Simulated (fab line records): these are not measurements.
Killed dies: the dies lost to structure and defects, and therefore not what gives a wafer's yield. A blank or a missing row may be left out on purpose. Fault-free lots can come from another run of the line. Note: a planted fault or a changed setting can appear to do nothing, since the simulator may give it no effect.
Matching of chambers	flow n5_finfet	rie_diel-03 running N5_BEOL_M8_ETCH_62: 4 sister chambers
The step etches SOC in N2/H2, target depth 110 nm, overetch 22 nm, time 165 s. 8 wafers are shown with their chamber, then 11 later ones without.

## EACH WAFER AND ITS CHAMBER
wafer	chamber	showerhead_plenum_p_Torr (Torr)	throttle_valve_pct (%)
L077.5	2	2.45	18.00
L082.2	3	2.67	17.67
L083.1	2	2.44	18.01
L083.4	3	2.66	17.67
L083.5	1	2.67	17.41
L088.2	1	2.66	17.43
L088.5	0	2.44	17.87
L087.1	0	2.44	17.86

## WAFERS MISSING THEIR CHAMBER
wafer	showerhead_plenum_p_Torr (Torr)	throttle_valve_pct (%)
L087.5	2.66	17.71
L087.6	2.44	17.86
L089.1	2.66	17.71
L089.3	2.66	17.44
L089.4	2.44	17.87
L096.1	2.66	17.47
L096.5	2.43	17.90
L096.6	2.65	17.73
L097.1	2.65	17.47
L097.3	2.65	17.74
L097.5	2.65	17.48

## EACH ONE'S CHAMBER
wafer	from the rows above	in truth
L087.5	3	3
L087.6	0	0
L089.1	3	3
L089.3	1	1
L089.4	0	0
L096.1	1	1
L096.5	0	0
L096.6	3	3
L097.1	1	1
L097.3	3	3
L097.5	1	1
Correct placement for 11 of the 11. Number that these rows cannot place: 0. Wrongly placed: 0.
How it was worked out, from the rows above alone: a wafer's distance from a chamber is the root of the sum, over the readings, of the square of ((its reading less the chamber's mean) divided by the reading's scatter). The wafer belongs to the nearest chamber; if the next one is less than 2 further off, it can't be placed. A chamber's mean is the mean of its shown wafers. The scatter is the square root of a quotient: the sum, over the shown wafers, of each reading's squared deviation from its chamber's mean, divided by wafers minus chambers.
